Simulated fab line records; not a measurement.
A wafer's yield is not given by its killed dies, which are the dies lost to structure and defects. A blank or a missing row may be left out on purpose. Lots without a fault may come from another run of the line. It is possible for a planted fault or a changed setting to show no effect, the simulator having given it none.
Lot-split experiment | flow n5-finfet | on a route of 1938 steps: 7 lots, 21 wafers read

THE SPLIT ITSELF
At N5_BEOL_M0_ETCH_128 (etches SiCN in CF4/N2, target depth 12 nm, overetch 5.1 nm, time 21.4 s), the setting source-w was moved away from the recipe's 430 W on 6 of the 21 wafers read, by -11.8% to -7.1%. This setting was run at the recipe's value on the other wafers.

The split's own step is where the reading is taken.

THE READING
rf-vpp-V, in V, at N5_BEOL_M0_ETCH_128 (etches SiCN in CF4/N2, target depth 12 nm, overetch 5.1 nm, time 21.4 s). Typical for fault-free wafers on this fab line: 382.9 V, with standard deviation 1.6 V.

wafer  | tool, chamber at the split | source-w as run, W | against the recipe | rf-vpp-V, V | against lot-mates on the recipe
L076.2 | rie-diel-06, 3             | 395.1              | -8.1%              | 392.9       | +9.2
L076.4 | rie-diel-06, 2             | 395.1              | -8.1%              | 395.6       | +11.9
L076.6 | rie-diel-06, 2             | 430                | recipe             | 383.7       | -
L077.2 | rie-diel-05, 0             | 430                | recipe             | 379.7       | -
L077.3 | rie-diel-05, 2             | 430                | recipe             | 384.4       | -
L077.5 | rie-diel-05, 1             | 430                | recipe             | 385.8       | -
L078.1 | rie-diel-01, 3             | 399.4              | -7.1%              | 392.7       | +12.1
L078.3 | rie-diel-01, 2             | 399.4              | -7.1%              | 392.7       | +12.1
L078.5 | rie-diel-01, 0             | 430                | recipe             | 380.6       | -
L079.3 | rie-diel-01, 0             | 430                | recipe             | 381.3       | -
L079.4 | rie-diel-01, 0             | 430                | recipe             | 379.9       | -
L079.6 | rie-diel-01, 2             | 430                | recipe             | 384.1       | -
L083.2 | rie-diel-01, 3             | 430                | recipe             | 384.0       | -
L083.3 | rie-diel-01, 1             | 430                | recipe             | 381.1       | -
L083.6 | rie-diel-01, 0             | 381.8              | -11.2%             | 396.7       | +14.1
L093.2 | rie-diel-05, 3             | 430                | recipe             | 385.3       | -
L093.4 | rie-diel-05, 1             | 430                | recipe             | 382.8       | -
L093.6 | rie-diel-05, 2             | 430                | recipe             | 384.0       | -
L096.2 | rie-diel-01, 3             | 430                | recipe             | 385.2       | -
L096.3 | rie-diel-01, 0             | 379.1              | -11.8%             | 398.1       | +15.8
L096.6 | rie-diel-01, 1             | 430                | recipe             | 379.4       | -

FIT RESULTS
A straight line over all 21 wafers: rf-vpp-V changes by -1.33 V for each +1% of source-w; r = -0.95; the points scatter about the line by 2 V.
The same after taking each lot's own level away (the mean of its wafers on the recipe; 21 wafers): -1.37 V for each +1%; r = -0.95; scatter 1.9 V.
The reading moves by 16 V for the largest change in source-w, on that fit.
The lots' own levels span 380.60 to 384.03 V, that is 2.1 times the standard deviation above.
Hence the lot-to-lot level has little effect on the slope; both slopes agree.
Check: +16.5 V against its lot-mates is what the line predicts for one of the wafers moved furthest among these (-11.8%) when that wafer is left out of the fit. Against them it came out at +15.8 V.
Tool readings at the split's step, against how far the setting was moved: rf-vpp-V r = -0.95.

FURTHER SPLITS ON THESE WAFERS
Other splits were also applied to these wafers ahead of the reading. Each is held against what the fit with the lots' levels taken away leaves over:
other split on the same wafers       | wafers away from the commonest value | r with rf-vpp-V (lot level and that fit taken away)
N5_GATE_CUT_ALD_22 ald-cycles        | 9                                    | +0.16
N5_MOL_CONTACT_COAG_COAT_76 spin-rpm | 3                                    | +0.19
N5_BEOL_M0_SAQP_ILD_DEP_01 time-s    | 8                                    | -0.10
N5_BEOL_M0_SAQP_COAT_69 spin-rpm     | 6                                    | +0.32
N5_BEOL_M0_SAQP_COAT_87 temp-c       | 10                                   | -0.19

FILE'S OWN FIT
rf-vpp-V changes by -1.35 V for each +1% of source-w, r = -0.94.
